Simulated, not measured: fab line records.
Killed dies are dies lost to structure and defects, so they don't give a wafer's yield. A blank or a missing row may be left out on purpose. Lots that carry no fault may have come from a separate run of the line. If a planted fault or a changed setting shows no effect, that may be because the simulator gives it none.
Which tool did it? | flow nand harc | 13 lots with 39 wafers sampled at 5 steps, on a route of 1159 steps

== WHAT THE GAUGES READ, wafer by wafer ==
NHARC_A_BLC_INSPECT_28.
lot  | measured     | on                | raw defect count
L667 | day 17 17:11 | defect inspect-01 | 455 522 414
L668 | day 17 17:47 | defect inspect-01 | 386 307 391
L665 | day 17 20:19 | defect inspect-02 | 715 541 416
L670 | day 18 12:18 | defect inspect-01 | 496 396 378
L666 | day 18 15:32 | defect inspect-01 | 499 481 498
L676 | day 20 19:19 | defect inspect-01 | 363 538 613
L678 | day 20 20:26 | defect inspect-02 | 406 463 341
L677 | day 21 06:48 | defect inspect-01 | 417 403 545
L681 | day 21 14:22 | defect inspect-02 | 323 735 474
L679 | day 21 14:47 | defect inspect-02 | 397 584 430
L686 | day 23 01:20 | defect inspect-02 | 821 647 355
L687 | day 23 05:08 | defect inspect-01 | 419 366 328
L688 | day 23 05:37 | defect inspect-02 | 224 260 263

NHARC_END_SORT_01.
lot  | measured     | on        | defect limited yield (%) | killed at array | killed at other | killed at periphery | killed dies | killed open | killed short | sort_bin_2_pct (%) | sort_bin_3_pct (%) | sort_bin_4_pct (%) | sort n pass | sort rim yield pct (%) | sort yield pct (%)
L676 | day 22 13:10 | prober-02 | 95.1 95.3 94.5           | 33 29 35        | 0 0 0           | 0 3 2               | 33 32 37    | 5 4 4       | 5 3 0        | 1.6 1.3 2.2        | 0.15 0.44 0.15     | 3.1 3.0 3.1        | 644 645 640 | 99.1 94.3 96.2         | 95.1 95.3 94.5
L678 | day 22 19:25 | prober-02 | 95.3 95.6 95.1           | 28 26 27        | 2 2 2           | 2 2 4               | 32 30 33    | 2 1 2       | 3 2 0        | 1.9 1.3 0.9        | 0.59 0.30 0.15     | 2.2 2.8 3.8        | 645 647 644 | 99.1 99.1 99.1         | 95.3 95.6 95.1

== WHICH TOOL RAN EACH LOT (tool, then ch and the chambers of the sampled wafers, then the start) ==
lot  | NHARC_A_BLC_DEGAS_30         | NHARC_A_BLC_PVD_32                      | NHARC_A_M0_STRIP_19
L667 | pvd sputter-03, day 17 15:50 | pvd sputter-03, day 17 17:11 or earlier | wet bench-02 ch 2,4,5, day 17 18:50
L668 | pvd sputter-01, day 17 16:24 | pvd sputter-01, day 17 17:47 or earlier | wet bench-01 ch 2,3,4, day 17 19:31
L665 | pvd sputter-03, day 17 18:44 | pvd sputter-03, day 17 20:19 or earlier | wet bench-01 ch 5,6,7, day 17 22:07
L670 | pvd sputter-02, day 18 04:55 | pvd sputter-02, day 18 12:18 or earlier | wet bench-04 ch 0,3,6, day 18 14:02
L666 | pvd sputter-01, day 18 14:11 | pvd sputter-01, day 18 15:32 or earlier | wet bench-01 ch 2,3,6, day 18 17:22
L676 | pvd sputter-01, day 20 17:57 | pvd sputter-01, day 20 19:19 or earlier | wet bench-02 ch 2,3,6, day 20 21:04
L678 | pvd sputter-01, day 20 19:02 | pvd sputter-01, day 20 20:26 or earlier | wet bench-01 ch 3,4,5, day 20 22:10
L677 | pvd sputter-01, day 21 03:04 | pvd sputter-01, day 21 06:48 or earlier | wet bench-02 ch 5,6,7, day 21 08:26
L681 | pvd sputter-01, day 21 09:53 | pvd sputter-01, day 21 14:22 or earlier | wet bench-01 ch 1,2,7, day 21 16:07
L679 | pvd sputter-03, day 21 11:23 | pvd sputter-03, day 21 14:47 or earlier | wet bench-02 ch 2,4,7, day 21 16:51
L686 | pvd sputter-02, day 22 19:52 | pvd sputter-02, day 23 01:20 or earlier | wet bench-04 ch 0,2,3, day 23 03:04
L687 | pvd sputter-01, day 22 21:15 | pvd sputter-01, day 23 05:08 or earlier | wet bench-01 ch 3,6,7, day 23 06:45
L688 | pvd sputter-01, day 22 21:59 | pvd sputter-01, day 23 05:37 or earlier | wet bench-01 ch 0,4,5, day 23 07:20
- NHARC_A_BLC_DEGAS_30: time 60 s.
- NHARC_A_BLC_PVD_32: deposits Ti, target thk 5 nm, time 17.7 s.
- NHARC_A_M0_STRIP_19: strips in post etch residue remover, time 600 s.

== AS READ BY THE TOOLS THEMSELVES (means over the sampled wafers that have a number; for cases with no such wafer, the mark the record gives instead) ==
NHARC_A_BLC_DEGAS_30.
lot  | tool           | heater power w (W)
L667 | pvd sputter-03 | 441
L668 | pvd sputter-01 | 428
L665 | pvd sputter-03 | 418
L670 | pvd sputter-02 | 444
L666 | pvd sputter-01 | 418
L676 | pvd sputter-01 | 415
L678 | pvd sputter-01 | 423
L677 | pvd sputter-01 | 422
L681 | pvd sputter-01 | 409
L679 | pvd sputter-03 | 430
L686 | pvd sputter-02 | 459
L687 | pvd sputter-01 | 434
L688 | pvd sputter-01 | 403

NHARC_A_BLC_PVD_32.
lot  | tool           | substrate temp c (C) | throttle valve pct (%)
L667 | pvd sputter-03 | 199.92               | 30.5
L668 | pvd sputter-01 | 200.02               | 30.7
L665 | pvd sputter-03 | 199.94               | 29.7
L670 | pvd sputter-02 | 199.92               | 30.8
L666 | pvd sputter-01 | 199.93               | 30.6
L676 | pvd sputter-01 | 200.25               | 30.6
L678 | pvd sputter-01 | 200.09               | 30.4
L677 | pvd sputter-01 | 200.15               | 30.5
L681 | pvd sputter-01 | 199.89               | 30.5
L679 | pvd sputter-03 | 199.80               | 28.9
L686 | pvd sputter-02 | 199.93               | 30.0
L687 | pvd sputter-01 | 199.97               | 30.7
L688 | pvd sputter-01 | 200.00               | 30.2

NHARC_A_M0_STRIP_19.
lot  | tool         | bath heat duty pct (%) | run length s (s)
L667 | wet bench-02 | 13.5                   | 602.5
L668 | wet bench-01 | 13.1                   | 602.3
L665 | wet bench-01 | 12.9                   | 603.3
L670 | wet bench-04 | 13.7                   | 602.7
L666 | wet bench-01 | 13.8                   | 602.3
L676 | wet bench-02 | -                      | -
L678 | wet bench-01 | -                      | -
L677 | wet bench-02 | -                      | -
L681 | wet bench-01 | 12.4                   | 602.8
L679 | wet bench-02 | 12.7                   | 603.9
L686 | wet bench-04 | 12.6                   | 602.8
L687 | wet bench-01 | 12.3                   | 602.0
L688 | wet bench-01 | 13.7                   | 604.3

== THE ANSWER, worked out from the rows above alone ==
Rule: the lots themselves supply what counts as usual. Put in order of their means at a reading, lots are off if they are a third of the lots or fewer, leave a main group of 4 or more, and stand apart from it by a gap of 3 or more times the standard deviation of the main group's means; of several such gaps the widest counts. A main group is skipped when, at the precision printed for the reading in the tables above, its means are all equal. Also off: a lot with no number at a reading for which 4 or more lots have one. The other lots that the step has rows for count as sound. The gauges are gone through in route order, then the tools' own readings, and for those a lot's mean is taken as printed above. The first step at which some lot is off is used, and at that step the reading that is off furthest; a lot without a number counts as furthest.
Off: L676, L678, L677 (NHARC_A_M0_STRIP_19, bath heat duty pct). Without a number there: L676, L678, L677. For the main group the mean is 13.1 % and the standard deviation 0.54.
A tool fits if, at that step or a process step before it, it ran every lot that is off, and no sound lot after the first of them. NHARC_A_BLC_PVD_32 gives no start for some lots, so the hours and the order of its lots are those of NHARC_A_BLC_INSPECT_28. Not one of the candidates tried fits.

== WHAT THE SIMULATOR HAD INSERTED ==
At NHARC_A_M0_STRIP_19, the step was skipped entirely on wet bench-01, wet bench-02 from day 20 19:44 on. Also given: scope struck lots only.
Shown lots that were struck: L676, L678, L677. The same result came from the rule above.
